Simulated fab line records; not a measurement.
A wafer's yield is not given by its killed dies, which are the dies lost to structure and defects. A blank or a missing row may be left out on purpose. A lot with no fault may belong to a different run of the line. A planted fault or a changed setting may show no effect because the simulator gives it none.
Which tool is to blame? | flow nand harc | 14 lots with 42 wafers sampled at 4 steps, on a route of 1302 steps

WHAT EACH GAUGE READ, for each wafer
No reading from a measuring or inspecting step in the record can be judged against a usual standard deviation.

WHAT TOOL EACH LOT RAN ON (gives the tool, then ch and the chambers of the sampled wafers, and finally the start)
lot  | NHARC_A_CONTACT_ETCH_51                       | NHARC_A_CONTACT_ETCH_111             | NHARC_A_CONTACT_ETCH_119             | NHARC_A_CONTACT_ETCH_120
L708 | rie diel-06 ch 1,2,3, day 21 15:58 or earlier | har cap etch-02 ch 0,1, day 21 15:58 | har cap etch-02 ch 0,1, day 21 17:22 | har cap etch-02 ch 0,1, day 21 17:32
L707 | rie diel-06 ch 0,2, day 21 20:28 or earlier   | har cap etch-03 ch 0,1, day 21 20:28 | har cap etch-03 ch 0,1, day 21 21:51 | har cap etch-03 ch 0,1, day 21 22:02
L711 | rie diel-01 ch 0,2, day 22 20:21 or earlier   | har cap etch-03 ch 0,1, day 22 20:21 | har cap etch-03 ch 0,1, day 22 21:44 | har cap etch-03 ch 0,1, day 22 21:55
L712 | rie diel-06 ch 0,2, day 23 14:31 or earlier   | har cap etch-02 ch 0,1, day 23 14:31 | har cap etch-02 ch 0,1, day 23 15:55 | har cap etch-02 ch 0,1, day 23 16:05
L714 | rie diel-01 ch 0,2,3, day 24 04:04 or earlier | har cap etch-02 ch 1, day 24 04:04   | har cap etch-02 ch 1, day 24 05:28   | har cap etch-02 ch 1, day 24 05:38
L715 | rie diel-06 ch 0,1,3, day 25 05:05 or earlier | har cap etch-03 ch 0,1, day 25 05:05 | har cap etch-03 ch 0,1, day 25 06:29 | har cap etch-03 ch 0,1, day 25 06:40
L716 | rie diel-13 ch 1,3, day 25 17:14 or earlier   | har cap etch-01 ch 0,1, day 25 17:14 | har cap etch-01 ch 0,1, day 25 18:38 | har cap etch-01 ch 0,1, day 25 18:49
L717 | rie diel-13 ch 0,2,3, day 25 19:26 or earlier | har cap etch-03 ch 0,1, day 25 19:26 | har cap etch-03 ch 0,1, day 25 21:17 | har cap etch-03 ch 0,1, day 25 21:31
L721 | rie diel-06 ch 1,2,3, day 27 01:01 or earlier | har cap etch-01 ch 0,1, day 27 01:01 | har cap etch-01 ch 0,1, day 27 02:25 | har cap etch-01 ch 0,1, day 27 02:35
L725 | rie diel-06 ch 0,1,2, day 29 07:52 or earlier | har cap etch-03 ch 0,1, day 29 07:52 | har cap etch-03 ch 0,1, day 29 09:17 | har cap etch-03 ch 0,1, day 29 09:27
L726 | rie diel-13 ch 0,1,2, day 29 15:13 or earlier | har cap etch-01 ch 0, day 29 15:13   | har cap etch-01 ch 0, day 29 16:37   | har cap etch-01 ch 0, day 29 16:47
L729 | rie diel-01 ch 1,2,3, day 30 04:06 or earlier | har cap etch-03 ch 0, day 30 04:06   | har cap etch-03 ch 0, day 30 05:29   | har cap etch-03 ch 0, day 30 05:40
L728 | rie diel-06 ch 0,1, day 30 04:51 or earlier   | har cap etch-01 ch 0,1, day 30 04:51 | har cap etch-01 ch 0,1, day 30 06:14 | har cap etch-01 ch 0,1, day 30 06:24
L730 | rie diel-01 ch 1,2,3, day 31 11:48 or earlier | har cap etch-01 ch 0,1, day 31 11:48 | har cap etch-01 ch 0,1, day 31 13:11 | har cap etch-01 ch 0,1, day 31 13:21
- NHARC_A_CONTACT_ETCH_51: etches the open film in O2/COS, target depth 7000 nm, time 1820 s.
- NHARC_A_CONTACT_ETCH_111: etches the open film in C4F8/O2/Ar, time 140 s, target depth 700 nm.
- NHARC_A_CONTACT_ETCH_119: etches the open film in C4F8/O2/Ar, time 190 s, target depth 1850 nm.
- NHARC_A_CONTACT_ETCH_120: etches the open film in C4F8/O2/Ar, time 190 s, target depth 1850 nm.

AS READ BY THE TOOLS THEMSELVES (means over the sampled wafers that have a number; for cases with no such wafer, the mark the record gives instead)
NHARC_A_CONTACT_ETCH_51. Usual: for bias w, 300.0 W with a standard deviation of 0.94; for chamber pressure mTorr, 19.997 mTorr with a standard deviation of 0.017; for drypump motor current A, 5.6 A with a standard deviation of 0.33; for oes product au, 0.997 a.u. with a standard deviation of 0.0097; for rf vpp V, 314.0 V with a standard deviation of 2; for showerhead plenum p Torr, 3.11 Torr with a standard deviation of 0.12; for throttle valve pct, 28.331 % with a standard deviation of 0.0085.
lot  | tool        | bias w (W) | chamber pressure mTorr (mTorr) | drypump motor current A (A) | oes product au (a.u.) | rf vpp V (V) | showerhead plenum p Torr (Torr) | throttle valve pct (%) | flag
L708 | rie diel-06 | 300.0      | 19.980                         | 5.5                         | 1.000                 | 313.9        | 3.11                            | 28.329                 |
L707 | rie diel-06 | 299.5      | 19.997                         | 5.7                         | 1.003                 | 316.0        | 3.25                            | 28.323                 |
L711 | rie diel-01 | 300.8      | 19.988                         | 5.9                         | 1.002                 | 313.2        | 3.00                            | 28.327                 |
L712 | rie diel-06 | 301.2      | 19.998                         | 5.8                         | 0.994                 | 315.3        | 3.20                            | 28.330                 |
L714 | rie diel-01 | 299.0      | 19.995                         | 5.6                         | 0.994                 | 312.8        | 3.05                            | 28.333                 |
L715 | rie diel-06 | 300.1      | 19.997                         | 5.6                         | 0.994                 | 312.7        | 3.06                            | 28.332                 |
L716 | rie diel-13 | 300.8      | 20.002                         | 5.5                         | 1.010                 | 315.9        | 3.24                            | 28.323                 |
L717 | rie diel-13 | 300.1      | 19.996                         | 5.7                         | 1.005                 | 315.0        | 3.13                            | 28.331                 |
L721 | rie diel-06 | 299.3      | 20.003                         | 5.6                         | 1.001                 | 314.1        | 3.10                            | 28.325                 |
L725 | rie diel-06 | 299.4      | 20.002                         | 5.6                         | 1.010                 | 314.7        | 3.16                            | 28.329                 |
L726 | rie diel-13 | 299.8      | 20.024                         | 6.0                         | 1.003                 | 314.0        | 3.14                            | 28.335                 |
L729 | rie diel-01 | 300.6      | 19.983                         | 5.5                         | 0.987                 | 314.1        | 3.08                            | 28.324                 |
L728 | rie diel-06 | 299.9      | 19.983                         | 5.7                         | 0.999                 | 314.2        | 3.12                            | 28.333                 |
L730 | rie diel-01 | 299.6      | 19.980                         | 5.5                         | 0.992                 | 314.2        | 3.08                            | 28.330                 |

NHARC_A_CONTACT_ETCH_111. Usual: chamber pressure mTorr 20.003 mTorr, standard deviation 0.018; oes air line au 0.999 a.u., standard deviation 0.02.
lot  | tool            | chamber pressure mTorr (mTorr) | oes air line au (a.u.) | flag
L708 | har cap etch-02 | 19.995                         | 0.991                  |
L707 | har cap etch-03 | 20.008                         | 0.984                  |
L711 | har cap etch-03 | 19.984                         | 0.993                  |
L712 | har cap etch-02 | 19.993                         | 1.017                  |
L714 | har cap etch-02 | 19.999                         | 0.985                  |
L715 | har cap etch-03 | 20.010                         | 1.011                  |
L716 | har cap etch-01 | 19.994                         | 1.003                  |
L717 | har cap etch-03 | 20.006                         | 0.999                  |
L721 | har cap etch-01 | 19.999                         | 0.989                  |
L725 | har cap etch-03 | -                              | -                      | OFF
L726 | har cap etch-01 | -                              | -                      | OFF
L729 | har cap etch-03 | 19.995                         | 1.001                  |
L728 | har cap etch-01 | 19.989                         | 0.997                  |
L730 | har cap etch-01 | 20.017                         | 1.003                  |

NHARC_A_CONTACT_ETCH_119. Usual: chamber pressure mTorr 20.001 mTorr, standard deviation 0.018; oes air line au 0.998 a.u., standard deviation 0.02.
lot  | tool            | chamber pressure mTorr (mTorr) | oes air line au (a.u.) | flag
L708 | har cap etch-02 | 20.001                         | 1.007                  |
L707 | har cap etch-03 | 19.986                         | 1.023                  |
L711 | har cap etch-03 | 19.997                         | 1.001                  |
L712 | har cap etch-02 | 19.995                         | 0.991                  |
L714 | har cap etch-02 | 20.001                         | 0.981                  |
L715 | har cap etch-03 | 20.011                         | 1.000                  |
L716 | har cap etch-01 | 19.996                         | 0.999                  |
L717 | har cap etch-03 | 20.008                         | 1.034                  |
L721 | har cap etch-01 | 19.995                         | 0.971                  |
L725 | har cap etch-03 | 20.001                         | 1.002                  |
L726 | har cap etch-01 | 20.006                         | 0.992                  |
L729 | har cap etch-03 | 20.003                         | 1.012                  |
L728 | har cap etch-01 | 19.996                         | 0.997                  |
L730 | har cap etch-01 | 19.990                         | 0.971                  |

NHARC_A_CONTACT_ETCH_120. Usual: chamber pressure mTorr 20.000 mTorr, standard deviation 0.016; oes air line au 1.003 a.u., standard deviation 0.02.
lot  | tool            | chamber pressure mTorr (mTorr) | oes air line au (a.u.) | flag
L708 | har cap etch-02 | 19.992                         | 1.004                  |
L707 | har cap etch-03 | 20.015                         | 1.011                  |
L711 | har cap etch-03 | 20.000                         | 1.012                  |
L712 | har cap etch-02 | 20.003                         | 1.013                  |
L714 | har cap etch-02 | 20.007                         | 1.024                  |
L715 | har cap etch-03 | 19.999                         | 1.004                  |
L716 | har cap etch-01 | 20.015                         | 0.997                  |
L717 | har cap etch-03 | 20.005                         | 1.010                  |
L721 | har cap etch-01 | 19.987                         | 1.015                  |
L725 | har cap etch-03 | 19.996                         | 1.002                  |
L726 | har cap etch-01 | 20.000                         | 1.011                  |
L729 | har cap etch-03 | 19.981                         | 1.017                  |
L728 | har cap etch-01 | 19.994                         | 0.976                  |
L730 | har cap etch-01 | 19.999                         | 0.987                  |

THE ANSWER, worked out from the rows above alone
Rule: take the mean of a lot's wafers that have a number; if it is more than 3 standard deviations from the usual mean, the lot is off. Also off: a lot with no number at a reading for which 4 or more lots have one. Any other lot the step has rows for is counted as sound. First the gauges in route order, then the tools' own readings, where a lot's mean is used as printed above. The first step at which some lot is off is used, and at that step the reading that is off furthest; a lot without a number counts as furthest.
Off, at NHARC_A_CONTACT_ETCH_111 on chamber pressure mTorr: L725, L726. Without a number there: L725, L726.
A tool fits if, at that step or a process step before it, it ran every lot that is off, and no sound lot after the first of them. With no start given for some of its lots, NHARC_A_CONTACT_ETCH_51 uses the hours and lot order of NHARC_A_CONTACT_ETCH_111. No candidate that was tried fits.

WHAT WAS PUT IN BY THE SIMULATOR
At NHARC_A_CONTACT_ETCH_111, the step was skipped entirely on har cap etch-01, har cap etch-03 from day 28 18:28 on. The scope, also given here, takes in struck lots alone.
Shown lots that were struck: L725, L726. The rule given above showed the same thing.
